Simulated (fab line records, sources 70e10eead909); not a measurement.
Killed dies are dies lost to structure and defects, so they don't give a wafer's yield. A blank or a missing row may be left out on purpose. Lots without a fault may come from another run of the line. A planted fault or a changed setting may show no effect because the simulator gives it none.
fab line records | flow nand_harc
record lots=7 wafers=21 last_day=34
route steps=1302 shown A_CHANNEL_FILL_D1@515 A_DECK1_JOINT@518 END@1302
lots that met no fault: from a run of the same line without faults
start_h: hours from the record's first day to the start of the lot's first wafer shown | wait_h: hours since the lot's step before | " the same as in the row above | L1.1+2: a row that stands for several wafers | - no value, or no start given | * or withheld: withheld | < > ~ a bound
route shown NAME@n: a module of which the file shows steps, and the number in the route of the first | usual: mean/standard deviation of fault-free wafers | same: alike in all rows | chamber/n: place in a boat | sites: the reading at each site | _std_site: their standard deviation | _edge_site: outer sites' mean less inner sites' | radius_mm: how far each site lies from the wafer's centre | mask NAME#n: copy n | behind: the tool/chamber that last shaped the wafer | hold: why the lot was held/for how many hours/how that ended | device: the transistor (n, p or np) that didn't switch | end of line: the same wafers' tests at the end of the route | a step without rows: its recipe alone | killed: dies lost to structure and defects at the first sort, not the wafer's yield | map: a wafer's dies, x killed, . not, _ none there
set.NAME: the setting as run; set.NAME@STEP: as run at that earlier step | model.NAME: the simulator's own value behind a step, which no gauge read
lots at some steps of the route; a table a step, a row a wafer
services: from which hour (start_h, from the record's first day; less than 0 if before it) a tool's chamber was out of use, for how many hours, and why
## steps
# step NHARC_A_CHANNEL_FILL_D1_SRD_12
# step NHARC_A_CHANNEL_FILL_D1_INSPECT_13
# usual raw_defect_count=288/100
# columns lot.wafer tool chamber start_h wait_h raw_defect_count
L760.1 defect_inspect-02 - 296.07 0.0 458
L760.5 " - " " 267
L760.6 " - " " 349
L762.3 defect_inspect-01 - 299.62 0.0 182
L762.5 " - " " 319
L762.6 " - " " 159
L764.1 defect_inspect-02 - 314.38 0.0 329
L764.2 " - " " 591
L764.6 " - " " 325
L766.1 defect_inspect-02 - 328.37 0.0 193
L766.4 " - " " 219
L766.6 " - " " 136
L769.2 defect_inspect-01 - 348.63 0.0 292
L769.5 " - " " 351
L769.6 " - " " 247
L773.1 defect_inspect-01 - 399.78 0.0 164
L773.3 " - " " 155
L773.6 " - " " 243
L780.1 defect_inspect-02 - 483.81 0.0 500
L780.2 " - " " 193
L780.4 " - " " 387
# step NHARC_A_DECK1_JOINT_ETCHBACK_07
# recipe target_depth_a=1050 time_s=26.9 hbr_flow_sccm=150 rf_w=350 icp_w=350 bias_w=60 chemistry=HBr
# usual drypump_motor_current_A=6.0/0.51 he_backside_leak_sccm=2.57/0.19 oes_product_au=1.002/0.01 rf_fwd_power_W=344.8/1.6 throttle_valve_pct=23.266/0.0093
# same time_s=26.9
# columns lot.wafer tool chamber start_h wait_h drypump_motor_current_A he_backside_leak_sccm oes_product_au rf_fwd_power_W rf_hours_counter_h throttle_valve_pct
L760.1 rie_si-03 0 296.15 0.1 5.1 2.33 1.017 346.0 0.29 23.262
L760.6 " 3 " " 5.0 2.31 1.009 344.5 - 23.280
L760.5 " 0 " " 5.1 2.40 1.011 344.0 - 23.264
L762.3 rie_si-05 0 299.69 0.1 6.0 2.53 1.002 345.3 1.09 23.278
L762.5 " 3 " " 6.5 2.59 0.995 344.0 - 23.276
L762.6 " 0 " " 5.9 2.50 0.996 345.3 - 23.258
L764.2 rie_si-05 1 314.46 0.1 5.7 2.45 1.000 343.5 0 23.269
L764.1 " 2 " " 6.8 2.68 1.002 346.5 0 23.263
L764.6 " 3 " " 6.5 2.58 1.001 344.0 - 23.255
L766.1 rie_si-04 0 328.44 0.1 6.2 2.90 1.012 346.6 0.88 23.271
L766.4 " 2 " " 6.1 2.28 0.994 344.6 0.96 23.278
L766.6 " 3 " " 5.9 2.55 1.002 348.4 - 23.254
L769.2 rie_si-03 2 348.71 0.1 6.0 2.49 1.014 343.8 0.77 23.276
L769.6 " 1 " " 6.6 2.51 0.998 345.0 - 23.260
L769.5 " 2 " " 6.0 2.47 1.014 342.2 - 23.279
L773.3 rie_si-05 0 399.86 0.1 5.9 2.58 1.006 345.7 0.59 23.268
L773.1 " 1 " " 5.7 2.50 0.984 346.3 0.63 23.278
L773.6 " 3 " " 6.6 2.69 0.989 343.2 - 23.245
L780.4 rie_si-03 0 483.88 0.1 5.1 2.39 0.993 346.1 0.41 23.275
L780.1 " 2 " " 6.0 2.42 1.005 342.8 0.47 23.259
L780.2 " 3 " " 5.0 2.37 0.991 345.4 0.52 23.277
# step NHARC_A_DECK1_JOINT_ETCH_25
# recipe target_depth_a=5 chemistry=dHF material=SiO2
# step NHARC_A_DECK1_JOINT_ETCH_19
# recipe temp_c=25 target_depth_a=30 chemistry=TMAH material=poly-Si
# step NHARC_A_DECK1_JOINT_ETCH_18
# recipe target_depth_a=30 chemistry=dHF material=SiO2
# step NHARC_A_DECK1_JOINT_WET_08
# recipe temp_c=160 time_s=86 chemistry=H3PO4
# step NHARC_A_DECK1_JOINT_ETCH_09
# recipe target_depth_a=50 chemistry=dHF material=SiO2
# step NHARC_A_DECK1_JOINT_WET_10
# recipe temp_c=160 time_s=86 chemistry=H3PO4
# step NHARC_A_DECK1_JOINT_ETCH_11
# recipe target_depth_a=350 chemistry=dHF material=SiO2
# step NHARC_A_DECK1_JOINT_CVD_12
# recipe target_thk_a=900 temp_c=620 pressure_mtorr=200 time_s=1800 material=poly-Si
# usual zone_power_bottom_pct=13.7/0.49
# same time_s=1800
# columns lot.wafer tool chamber start_h wait_h zone_power_bottom_pct
L760.1 lpcvd_poly-02 0 303.59 2.7 13.4
L760.5 " 0 " " 12.8
L760.6 " 0 " " 13.4
L762.3 lpcvd_poly-03 0 306.98 2.4 14.0
L762.5 " 0 " " 14.4
L762.6 " 0 " " 14.3
L764.1 lpcvd_poly-02 0 321.90 2.6 13.2
L764.2 " 0 " " 13.4
L764.6 " 0 " " 13.4
L766.1 lpcvd_poly-01 0 335.87 2.6 14.1
L766.4 " 0 " " 14.1
L766.6 " 0 " " 13.8
L766.1 lpcvd_poly-01 0 338.67 0.4 13.9
L766.4 " 0 " " 14.2
L766.6 " 0 " " 14.0
L769.2 lpcvd_poly-03 0 356.00 2.4 14.2
L769.5 " 0 " " 14.2
L769.6 " 0 " " 14.5
L769.2 lpcvd_poly-03 0 358.84 0.4 14.3
L769.5 " 0 " " 14.0
L769.6 " 0 " " 14.3
L773.1 lpcvd_poly-02 0 407.30 2.5 13.1
L773.3 " 0 " " 13.2
L773.6 " 0 " " 13.4
L773.1 lpcvd_poly-02 0 410.09 0.4 12.9
L773.3 " 0 " " 13.2
L773.6 " 0 " " 13.2
L780.1 lpcvd_poly-02 0 492.67 2.7 13.1
L780.2 " 0 " " 13.2
L780.4 " 0 " " 13.3
# step NHARC_A_DECK1_JOINT_CMP_13
# recipe target_thk_nm=51.023
# usual motor_current_A=12.5/1.2 time_to_endpoint_s=10.3/1.8
# columns lot.wafer tool chamber start_h wait_h motor_current_A time_to_endpoint_s
L760.1 cmp-03 0 306.63 0.6 13.5 13.6
L760.5 " 1 " " 12.6 9.5
L760.6 " 2 " " 13.8 10.7
L762.3 cmp-03 1 309.83 0.4 14.5 10.2
L762.6 " 0 " " 12.6 10.0
L762.5 " 1 " " 13.9 7.4
L764.1 cmp-03 1 324.80 0.4 13.5 11.7
L764.2 " 3 " " 10.7 9.5
L764.6 " 0 " " 13.2 12.3
L766.1 cmp-03 1 341.96 0.8 13.8 18.2
L766.4 " 3 " " 10.7 20.6
L766.6 " 1 " " 14.2 20.8
L769.2 cmp-01 0 362.10 0.8 12.7 15.8
L769.6 " 1 " " 13.8 17.5
L769.5 " 2 " " 11.6 17.7
L773.3 cmp-03 1 413.22 0.7 13.8 20.4
L773.1 " 0 " " 13.1 23.3
L773.6 " 2 " " 13.6 21.4
L780.1 cmp-01 1 495.56 0.4 14.5 6.3
L780.2 " 2 " " 11.4 8.7
L780.4 " 0 " " 11.2 7.2
# step NHARC_A_DECK1_JOINT_THK_MEAS_14
# recipe thk_meas_gauge=ellipsometry
# usual thk_nm=51.3/1.4
# columns lot.wafer tool chamber start_h wait_h thk_nm
L760.1 film_metro-02 - 306.81 0.2 50.5
L760.5 " - " " 51.2
L760.6 " - " " 50.8
L762.3 film_metro-02 - 310.06 0.2 53.0
L762.5 " - " " 50.5
L762.6 " - " " 53.2
L764.1 film_metro-01 - 325.03 0.2 51.3
L764.2 " - " " 51.3
L764.6 " - " " 50.6
L766.1 film_metro-02 - 342.21 0.2 51.4
L766.4 " - " " 52.6
L766.6 " - " " 50.6
L769.2 film_metro-02 - 362.28 0.2 50.8
L769.5 " - " " 50.8
L769.6 " - " " 49.8
L773.1 film_metro-01 - 413.47 0.2 53.7
L773.3 " - " " 52.2
L773.6 " - " " 51.4
L780.1 film_metro-01 - 495.82 0.2 49.1
L780.2 " - " " 49.3
L780.4 " - " " 50.2
# step NHARC_END_SORT_01
# recipe temp_c=25
# usual killed_at_array=56/21 killed_at_other=0.8/1 killed_at_periphery=3.6/2.8 killed_dies=60/20 killed_open=3.2/1.9 killed_short=2.4/1.6
# same gross_dies=677
# columns lot.wafer tool chamber start_h wait_h killed_at_array killed_at_other killed_at_periphery killed_dies killed_open killed_short
L760.1 prober-02 0 639.42 2.5 44 5 5 54 2 3
L760.5 prober-02 0 642.60 3.7 42 1 5 48 3 1
L760.6 prober-02 0 643.40 4.0 39 2 2 43 6 1
L766.1 prober-02 0 678.79 2.5 80 2 7 89 2 2
L766.4 prober-02 0 681.17 3.4 86 3 1 90 2 1
L766.6 prober-02 0 682.77 4.0 83 0 1 84 2 1
L773.1 prober-02 0 764.72 2.5 69 0 4 73 4 3
L773.3 prober-02 0 766.31 3.1 67 0 5 72 3 2
L773.6 prober-02 0 768.69 4.0 72 0 5 77 2 5
# killed by level:class
L760.1 A_SLIT:chamber_film_flake=30 A_CHANNEL_HOLE_D2:chamber_film_flake=5 THIN_TSV:chamber_film_flake=5 A_STAIRCASE:chamber_film_flake=3 A_CHANNEL_FILL_D2:geometric_particle:short=2 A_DECK1_JOINT:chamber_film_flake=2 P_GATE:geometric_particle:short=1 P_GATE:geometric_particle:open=1
L760.5 A_SLIT:chamber_film_flake=25 A_CHANNEL_HOLE_D2:chamber_film_flake=9 P_ZERO_WELL:chamber_film_flake=5 A_ONON_D1:geometric_particle:open=2 A_CHANNEL_HOLE_D1:chamber_film_flake=2 A_CONTACT:chamber_film_flake=2 A_CHANNEL_HOLE_D2:geometric_particle:short=1 A_CHANNEL_HOLE_D2:geometric_particle:open=1
L760.6 A_SLIT:chamber_film_flake=18 A_CHANNEL_HOLE_D2:chamber_film_flake=11 THIN_TSV:chamber_film_flake=2 P_CONTACT:geometric_particle:open=1 P_M2:geometric_particle:open=1 A_ONON_D2:geometric_particle:open=1 A_WL_FILL:geometric_particle:short=1 A_WL_FILL:geometric_particle:open=1
L766.1 A_CHANNEL_HOLE_D1:chamber_film_flake=33 A_SLIT:chamber_film_flake=29 A_CHANNEL_HOLE_D2:chamber_film_flake=9 A_CONTACT:chamber_film_flake=6 P_ZERO_WELL:chamber_film_flake=3 A_CHANNEL_FILL_D1:chamber_film_flake=2 THIN_TSV:chamber_film_flake=2 P_ZERO_WELL:geometric_particle:short=1
L766.4 A_CHANNEL_HOLE_D1:chamber_film_flake=38 A_SLIT:chamber_film_flake=29 A_CHANNEL_HOLE_D2:chamber_film_flake=10 A_STAIRCASE:chamber_film_flake=3 A_CONTACT:chamber_film_flake=2 HYBRID_BOND:chamber_film_flake=2 A_ONON_D2:geometric_particle:open=1 A_CHANNEL_FILL_D2:geometric_particle:open=1
L766.6 A_CHANNEL_HOLE_D1:chamber_film_flake=32 A_SLIT:chamber_film_flake=27 A_CHANNEL_HOLE_D2:chamber_film_flake=9 A_STAIRCASE:chamber_film_flake=4 A_CONTACT:chamber_film_flake=4 A_CHANNEL_FILL_D2:geometric_particle:open=1 A_WL_FILL:geometric_particle:short=1 A_WL_FILL:geometric_particle:open=1
L773.1 A_CHANNEL_HOLE_D1:chamber_film_flake=30 A_SLIT:chamber_film_flake=17 A_STAIRCASE:chamber_film_flake=8 P_GATE:chamber_film_flake=3 A_WL_FILL:chamber_film_flake=3 A_CONTACT:chamber_film_flake=3 P_GATE:geometric_particle:open=1 A_ONON_D1:geometric_particle:short=1
L773.3 A_CHANNEL_HOLE_D1:chamber_film_flake=32 A_SLIT:chamber_film_flake=17 A_CONTACT:chamber_film_flake=6 P_GATE:chamber_film_flake=5 A_STAIRCASE:chamber_film_flake=5 A_SOURCE_PLATE:geometric_particle:short=1 A_CHANNEL_FILL_D2:geometric_particle:open=1 A_STAIRCASE:geometric_particle:open=1
L773.6 A_CHANNEL_HOLE_D1:chamber_film_flake=29 A_SLIT:chamber_film_flake=25 A_CONTACT:chamber_film_flake=7 P_GATE:chamber_film_flake=3 A_ONON_D2:geometric_particle:short=2 A_STAIRCASE:chamber_film_flake=2 P_M0:geometric_particle:open=1 P_M0:geometric_particle:short=1
## services
# columns tool chamber start_h hours kind
rie_si-05 0 277.08 1.1 repair
cmp-01 - 279.26 0.3 repair
lpcvd_poly-01 - 281.53 8.5 repair
rie_si-05 3 285.93 2.5 repair
rie_si-03 0 291.86 3.8 repair
rie_si-03 3 291.94 4.1 repair
rie_si-05 - 305.00 9.0 pm
cmp-01 - 306.15 4.0 pm
rie_si-04 - 342.00 9.0 pm
cmp-03 - 354.16 0.3 repair
cmp-03 - 358.06 4.0 pm
rie_si-03 - 377.18 0.9 repair
cmp-01 - 380.09 6.3 repair
lpcvd_poly-03 - 386.12 26.0 pm
cmp-03 - 390.45 3.4 repair
rie_si-03 - 398.00 9.0 pm
cmp-03 - 400.02 0.4 repair
cmp-01 - 404.15 4.0 pm
rie_si-05 1 407.78 2.5 repair
rie_si-03 2 433.84 4.2 repair
rie_si-05 2 438.02 4.1 repair
cmp-03 - 456.06 4.0 pm
cmp-03 - 477.71 0.6 repair
rie_si-05 - 482.00 9.0 pm
## key
first_sign step=NHARC_A_DECK1_JOINT_CVD_12 reading=visit direction=added
effect step=NHARC_A_DECK1_JOINT_CMP_13 reading=time_to_endpoint_s direction=up sigmas=5.1 usual=* struck=*
met_at NHARC_A_DECK1_JOINT_CVD_12
struck_wafers L766.1,L766.4,L766.6,L769.2,L769.5,L769.6,L773.1,L773.3,L773.6
tester_left_out L766,L769,L773
fault kind=repeated_step_whole tool=lpcvd_poly-01,lpcvd_poly-02,lpcvd_poly-03 chamber=- onset_h=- steps=NHARC_A_DECK1_JOINT_CVD_12 times=1 scope=struck_lots_only
# tester_left_out: of these lots the tester's yield and bins aren't shown, on N5 and GAA mostly nor the transistor test; their killed dies are dies lost to structure and defects alone, not to doping, threshold or leakage, so they don't give the yield
